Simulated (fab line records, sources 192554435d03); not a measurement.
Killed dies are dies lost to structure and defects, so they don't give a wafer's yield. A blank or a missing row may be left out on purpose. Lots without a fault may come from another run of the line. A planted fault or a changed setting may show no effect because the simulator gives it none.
One fault seen from 2 desks | flow n5_finfet | each desk has only its own numbers; what lay behind them comes last

THE TOOL OWNER'S DESK: cvd_co-01
The tool's own readings at N5_BEOL_M3_CO_CAP_55 (material Co, precursor CCTBA/H2, target thk 2 nm, time 102.1 s): means of the sampled wafers that have a number, for each lot that ran on this tool. A lot is out of limits, marked OUT, if its mean lies more than 4 standard deviations from the usual mean; the brackets give that distance.
Columns: A = heater_power_w at N5_BEOL_M3_CO_CAP_55, usual 226 W; B = run_length_s at N5_BEOL_M3_CO_CAP_55, usual 125.0 s; C = susceptor_temp_C at N5_BEOL_M3_CO_CAP_55, usual 199.99 C
lot  | first seen here | A   | B               | C
L217 | day 8 13:10     | 226 | 124.7           | 199.84
L224 | day 10 01:14    | 224 | 139.9 (+33) OUT | 199.88
L225 | day 10 05:14    | 226 | 135.1 (+22) OUT | 200.05
L226 | day 10 18:51    | 226 | 134.6 (+21) OUT | 199.96
This desk's finding: out of limits on L224, L225, L226; first on L224, day 10 01:14 (run_length_s at N5_BEOL_M3_CO_CAP_55). In limits: L217.

THE METROLOGY DESK
What the gauges read, lot by lot, whatever tool the lot ran on: means of the sampled wafers that have a number. A lot is out of limits, marked OUT, if its mean lies more than 4 standard deviations from the usual mean; the brackets give that distance. Of its 11 readings 7 are shown: those that lie furthest out on some lot.
Columns: A = M3_THK at N5_BEOL_M3_THK_MEAS_53, usual 38.9 nm; B = DIBL_N at N5_BEOL_M4_RC_MEAS_101, usual 36.0 mV/V; C = DIBL_P at N5_BEOL_M4_RC_MEAS_101, usual 36.2 mV/V; D = IOFF_N at N5_BEOL_M4_RC_MEAS_101, usual 0.16 nA/um; E = SS_N at N5_BEOL_M4_RC_MEAS_101, usual 71.6 mV/dec; F = SS_P at N5_BEOL_M4_RC_MEAS_101, usual 73.3 mV/dec; G = VT_N at N5_BEOL_M4_RC_MEAS_101, usual 250 mV
lot  | first seen here | A    | B    | C    | D    | E    | F    | G
L217 | day 8 13:05     | 42.1 | 38.5 | 38.8 | 0.21 | 72.7 | 73.4 | 250
L224 | day 10 01:10    | 37.0 | 35.8 | 36.3 | 0.17 | 71.6 | 73.5 | 251
L225 | day 10 05:09    | 38.4 | 40.1 | 39.3 | 0.19 | 71.6 | 74.5 | 250
L226 | day 10 18:43    | 37.9 | 35.5 | 37.3 | 0.16 | 71.1 | 73.5 | 250
L231 | day 12 07:29    | 38.9 | 34.9 | 34.8 | 0.13 | 71.1 | 72.7 | 254
L236 | day 13 11:39    | 38.4 | 35.6 | 35.4 | 0.16 | 71.5 | 72.8 | 249
L237 | day 13 16:01    | 38.7 | 35.4 | 34.8 | 0.14 | 71.6 | 73.7 | 253
This desk's finding: nothing out of limits on any of the 7 lots.

PUT TOGETHER
The tool owner's desk could have raised an alarm at day 10 01:14, on L224, L225, L226.
The metrology desk saw nothing out of limits.
The metrology desk has L224, L225, L226 on record, within its limits.
Of the lots named, all ran N5_BEOL_M3_CO_CAP_55 on cvd_co-01.

WHAT THE SIMULATOR HAD PUT IN
Process parameter drift: cvd_co-01, from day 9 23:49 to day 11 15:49, at N5_BEOL_M3_CO_CAP_55. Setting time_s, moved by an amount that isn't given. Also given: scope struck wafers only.
Lots struck among those shown: L224, L225, L226.
Hours from the fault's start to each desk's first reading out of limits: the tool owner's desk, 1.
